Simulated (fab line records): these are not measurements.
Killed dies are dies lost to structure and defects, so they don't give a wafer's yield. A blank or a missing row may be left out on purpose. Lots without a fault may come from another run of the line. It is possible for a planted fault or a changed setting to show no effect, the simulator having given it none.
A lot that was struck, set against a sound lot ; flow nand harc ; 38 steps out of a route of 1302
Sound: these wafers, L609.1, L609.2, L609.4. The struck wafers were L622.1, L622.3, L622.4. Last of all comes the cause.
Per side, at each step with rows, come the tool, then ch with its chambers, and then its first start. Under that, the readings that differ: sound wafers ; struck wafers ; difference of the means ; sigmas: that difference in standard deviations of wafers without a fault.
alike: readings whose means differ by less than 2 such deviations, and words and numbers that are the same on both sides. not compared: withheld readings, readings that some wafer has no value for, bounds like >300 that may hide the same value, and numbers for which the record gives no deviation and whose values overlap.
Wherever a step has rows on one side only, a row that says differs or no value, or a row with sigmas, the two part there. Numbers that don't overlap but have no deviation are shown without sigmas and don't part them. A reading that every wafer of one side lacks parts them only if that side has two wafers or more.

first, 10 steps without rows for these wafers: NHARC_A_CHANNEL_FILL_D2_ALD_16 (deposits SiO2, target thk 1.5 nm, pulse time 10 s, ald cycles 15); NHARC_A_CHANNEL_FILL_D2_ANNEAL_17 (time 1800 s); NHARC_A_CHANNEL_FILL_D2_CVD_18 (deposits poly-Si, target thk 3 nm); NHARC_A_CHANNEL_FILL_D2_ETCHBACK_19 (etches the open film in HBr/Cl2, target depth 5 nm, time 1.7 s); NHARC_A_CHANNEL_FILL_D2_ETCHBACK_20 (etches the open film in C4F8/O2/Ar, target depth 27 nm, time 13.5 s); NHARC_A_CHANNEL_FILL_D2_STRIP_28 (strips in O2, time 20 s); NHARC_A_CHANNEL_FILL_D2_PRECLEAN_21 (cleans in dHF, time 30 s); NHARC_A_CHANNEL_FILL_D2_SRD_23; NHARC_A_CHANNEL_FILL_D2_CVD_05 (deposits poly-Si, target thk 5 nm); NHARC_A_CHANNEL_FILL_D2_ANNEAL_22 (time 7200 s).
NHARC_A_CHANNEL_FILL_D2_ALD_25: deposits SiOx, target thk 60 nm, pulse time 10 s, ald cycles 600.
  sound on ald hk-04 ch 0,1,3, day 16 10:26; struck on ald hk-03 ch 0,1,2, day 21 14:08
reading;sound;struck;difference;sigmas
since wet clean h (h);124 125 125;116 117 116;-8;
  alike: heater power w, precursor pulse height rel
NHARC_A_CHANNEL_FILL_D2_ETCHBACK_08: etches the open film in C4F8, target depth 220 nm, time 110 s.
  sound on rie diel-01 ch 0,1,3, day 16 15:58; struck on rie diel-02 ch 0,1,2, day 21 19:38
reading;sound;struck;difference;sigmas
rf hours counter h (h);0 0 0;3 3 3;+3;
  alike: oes product au, rf vpp V
then, 4 steps without rows for these wafers: NHARC_A_CHANNEL_FILL_D2_STRIP_29 (strips in O2, time 20 s); NHARC_A_CHANNEL_FILL_D2_PRECLEAN_30 (cleans in dHF, time 30 s); NHARC_A_CHANNEL_FILL_D2_SRD_31; NHARC_A_CHANNEL_FILL_D2_CVD_09 (deposits poly-Si, target thk 150 nm, time 3000 s).
NHARC_A_CHANNEL_FILL_D2_CMP_10: polishes, target thk 150 nm.
  sound on cmp-01 ch 0,1,3, day 16 22:57; struck on cmp-04 ch 0,1,2, day 22 01:20
  alike: motor current A, time to endpoint s
after that, 1 step had no rows for these wafers: NHARC_A_CHANNEL_FILL_D2_SRD_12.
NHARC_A_CHANNEL_FILL_D2_RTA_24: time 5 s.
  sound on rtp anneal-01 ch 0, day 16 23:22; struck on rtp anneal-01 ch 0, day 22 01:46
  alike: lamp power pct, lamp_zone_1_pct, lamp_zone_2_pct, wafer_temp_C_max
then, 12 steps without rows for these wafers: NHARC_A_STAIRCASE_DEP_156 (deposits SiNx, target thk 50 nm); NHARC_A_STAIRCASE_DEHYDRATE_158 (time 120 s); NHARC_A_STAIRCASE_HMDS_159 (time 30 s); NHARC_A_STAIRCASE_COAT_160; NHARC_A_STAIRCASE_SOFTBAKE_161 (time 170 s); NHARC_A_STAIRCASE_EBR_162; NHARC_A_STAIRCASE_EXPOSE_163 (exposes mask STAIR OPEN); NHARC_A_STAIRCASE_PEB_164 (peb time 130 s); NHARC_A_STAIRCASE_DEVELOP_165 (time 140 s); NHARC_A_STAIRCASE_HARDBAKE_167 (time 140 s); NHARC_A_STAIRCASE_DESCUM_168 (chemistry O2, time 3 s); NHARC_A_STAIRCASE_ETCH_169 (etches the open film in CH3F/O2, target depth 50 nm, time 107.1 s).
NHARC_A_STAIRCASE_ETCH_170: etches the open film in C4F6/O2, target depth 200 nm, time 66.667 s.
  sound on rie diel-03 ch 0,1; struck on rie diel-04 ch 0,1,2
  alike: bias w, drypump motor current A, oes product au, rf vpp V, showerhead plenum p Torr, throttle valve pct
  not compared: rf hours counter h
NHARC_A_STAIRCASE_STRIP_171: strips in O2.
  sound on plasma asher-02 ch 0,1, day 17 01:43; struck on plasma asher-01 ch 0,1, day 22 03:22
  alike: drypump motor current A, heater power w
  not compared: rf hours counter h
then, 4 steps without rows for these wafers: NHARC_A_STAIRCASE_STRIP_172 (strips in SPM, time 900 s); NHARC_A_STAIRCASE_PRECLEAN_173 (cleans in SC1); NHARC_A_STAIRCASE_SRD_174; NHARC_A_STAIRCASE_DEHYDRATE_01 (time 120 s).
-- break in the record here, with 11 days between the starts of the struck wafers on either side (left off in module A_STAIRCASE, picked up again in module END, where the first step shown is number 1302 on the route) --
NHARC_END_SORT_01:
  sound on prober-02 ch 0, day 25 08:29; struck on prober-01 ch 0, day 33 14:00
reading;sound;struck;difference;sigmas
killed at array;67 71 46;123 145 116;+67;+5
killed dies;72 78 49;136 149 119;+68;+5
  alike: killed at other, killed at periphery, killed open, killed short

WHERE THEY PART
NHARC_END_SORT_01 only, going by this record.

WHY: the cause the simulator had injected
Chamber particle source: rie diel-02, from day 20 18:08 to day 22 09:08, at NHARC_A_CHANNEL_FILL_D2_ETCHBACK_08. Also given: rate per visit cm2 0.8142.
